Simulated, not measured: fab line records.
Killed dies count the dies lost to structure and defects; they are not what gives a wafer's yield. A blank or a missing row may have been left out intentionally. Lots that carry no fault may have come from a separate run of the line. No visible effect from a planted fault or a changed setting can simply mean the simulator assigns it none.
A struck lot beside a sound one	flow nandHarc	43 steps out of a route of 1302
Sound: these wafers, L570.1, L570.3, L570.6. The struck wafers were L557.2, L557.4. The cause is given at the end.
For every step that has rows: the tool of each side, followed by ch and its chambers, followed by its first start. Under that, the readings that differ: sound wafers	struck wafers	difference of the means	sigmas: that difference in standard deviations of wafers without a fault.
alike: readings with means less than 2 such deviations apart, plus words and numbers identical on both sides. not compared: withheld readings, readings lacking a value on some wafer, bounds such as >300 that could conceal the same value, and numbers that have no deviation in the record and whose values overlap.
The two part at a step that has a row with sigmas, a row that says differs or no value, or rows on one side only. When numbers do not overlap yet have no deviation, they are printed without sigmas and do not part them. Lack of a reading on every wafer of one side parts them only where that side has two or more wafers.

first, 8 steps without rows for these wafers: NHARC_P_GATE_DEHYDRATE_51 (time 120 s); NHARC_P_GATE_HMDS_52 (time 30 s); NHARC_P_GATE_COAT_53; NHARC_P_GATE_SOFTBAKE_54 (time 95 s); NHARC_P_GATE_EBR_55; NHARC_P_GATE_EXPOSE_56 (exposes mask P PSD, target cd 720 nm); NHARC_P_GATE_PEB_57 (peb time 85 s); NHARC_P_GATE_DEVELOP_58 (time 70 s).
NHARC_P_GATE_CD_MEAS_59: target cd 720 nm.
  sound on cdSem-01 ch 0, day 13 22:44; struck on cdSem-03 ch 0, day 8 07:11
  alike: cdNm
then, 1 step without rows for these wafers: NHARC_P_GATE_HARDBAKE_60 (time 80 s).
NHARC_P_GATE_DESCUM_61: chemistry O2, time 3 s.
  sound on rieDiel-11 ch 2,3, day 13 22:54; struck on rieDiel-06 ch 0,1, day 8 07:20
  alike: drypumpMotorCurrentA, o2FlowSccm, oesProductAu, rfVppV, showerheadPlenumPTorr, throttleValvePct
  not compared: rfHoursCounterH
then, 1 step without rows for these wafers: NHARC_P_GATE_IMPLANT_62.
NHARC_P_GATE_STRIP_112: strips in N2/H2, time 200 s.
  sound on plasmaAsher-02 ch 0,1, day 13 23:19; struck on plasmaAsher-02 ch 1, day 8 07:42
  alike: drypumpMotorCurrentA, heaterPowerW, rfReflPowerW
  not compared: rfHoursCounterH
then, 10 steps without rows for these wafers: NHARC_P_GATE_STRIP_76 (strips in O2); NHARC_P_GATE_STRIP_63 (strips in SPM, time 900 s); NHARC_P_GATE_DEHYDRATE_83 (time 120 s); NHARC_P_GATE_HMDS_84 (time 30 s); NHARC_P_GATE_COAT_85; NHARC_P_GATE_SOFTBAKE_86 (time 95 s); NHARC_P_GATE_EBR_87; NHARC_P_GATE_EXPOSE_88 (exposes mask P HVN, target cd 2000 nm); NHARC_P_GATE_PEB_89 (peb time 85 s); NHARC_P_GATE_DEVELOP_90 (time 70 s).
NHARC_P_GATE_CD_MEAS_91: target cd 2000 nm.
  sound on cdSem-03 ch 0, day 14 00:26; struck on cdSem-03 ch 0, day 8 08:53
  alike: cdNm
then, 1 step without rows for these wafers: NHARC_P_GATE_HARDBAKE_92 (time 80 s).
NHARC_P_GATE_DESCUM_93: chemistry O2, time 3 s.
  sound on rieDiel-11 ch 1,2, day 14 00:36; struck on rieDiel-11 ch 0,2, day 8 09:03
reading	sound	struck	difference	sigmas
rfVppV (V)	58.2 58.5 58.2	56.2 56.5	-2.0	-2
  alike: drypumpMotorCurrentA, o2FlowSccm, oesProductAu, showerheadPlenumPTorr, throttleValvePct
  not compared: rfHoursCounterH
then, 1 step without rows for these wafers: NHARC_P_GATE_IMPLANT_94.
NHARC_P_GATE_STRIP_113: strips in N2/H2, time 740 s.
  sound on plasmaAsher-01 ch 0,1, day 14 00:58; struck on plasmaAsher-02 ch 0, day 8 09:25
reading	sound	struck	difference	sigmas
rfReflPowerW (W)	19.6 19.8 19.5	16.4 16.3	-3.3	-2
  alike: drypumpMotorCurrentA, heaterPowerW
  not compared: rfHoursCounterH
then, 2 steps without rows for these wafers: NHARC_P_GATE_STRIP_95 (strips in O2); NHARC_P_GATE_STRIP_96 (strips in SPM, time 900 s).
NHARC_P_GATE_RTA_64: time 1 s.
  sound on rtpAnneal-02 ch 0, day 14 02:14; struck on rtpAnneal-02 ch 0, day 8 10:43
  alike: lampPowerPct, wafer_temp_C_max
then, 5 steps without rows for these wafers: NHARC_P_GATE_ETCH_77 (etches SiO2 in dHF, target depth 6 nm); NHARC_P_GATE_DEGAS_109 (time 60 s); NHARC_P_GATE_PRE_CLEAN_110 (time 30 s); NHARC_P_GATE_SPUTTER_78 (material Ni, target thk 10 nm); NHARC_P_GATE_SPUTTER_79 (material TiN, target thk 10 nm).
NHARC_P_GATE_RTA_80: time 30 s.
  sound on rtpAnneal-02 ch 0, day 14 02:50; struck on rtpAnneal-01 ch 0, day 8 11:19
reading	sound	struck	difference	sigmas
lampPowerPct (%)	2.22 2.22 2.22	2.02 2.02	-0.20	-2
  alike: wafer_temp_C_max
then, 2 steps without rows for these wafers: NHARC_P_GATE_STRIP_67 (strips in SPM, time 600 s); NHARC_P_GATE_RTA_82 (time 30 s).
NHARC_P_GATE_INSPECT_68:
  sound on defectInspect-01, day 14 03:29; struck on defectInspect-01, day 8 12:07
reading	sound	struck	difference	sigmas
rawDefectCount	104 143 140	1193 1146	+1040	+13
  not compared: hold
NHARC_P_CONTACT_DEP_30: deposits SiNx, target thk 30 nm.
  sound on pecvd-03 ch 0,1, day 14 03:36; struck on pecvd-03 ch 0, day 8 16:19
reading	sound	struck	difference	sigmas
hold	- - -	awaitDispo/4.1h/release awaitDispo/4.1h/release	no value on the sound wafers	
  alike: heaterPowerW, susceptorTempC
then, 1 step without rows for these wafers: NHARC_P_CONTACT_DEP_00 (deposits SiO2, target thk 500 nm).
-- the record jumps here: 18 days lie between the struck wafers' starts before and after (it left off in module P_CONTACT and takes up again in module END, whose first step shown is number 1302 of the route) --
NHARC_END_SORT_01:
  here the record holds rows for the struck wafers (prober-01 ch 0, day 26 07:25) but none for the sound ones

WHERE THEY PART
First at NHARC_P_GATE_DESCUM_93; last, within this record, at NHARC_END_SORT_01.

WHY: what the simulator had put in
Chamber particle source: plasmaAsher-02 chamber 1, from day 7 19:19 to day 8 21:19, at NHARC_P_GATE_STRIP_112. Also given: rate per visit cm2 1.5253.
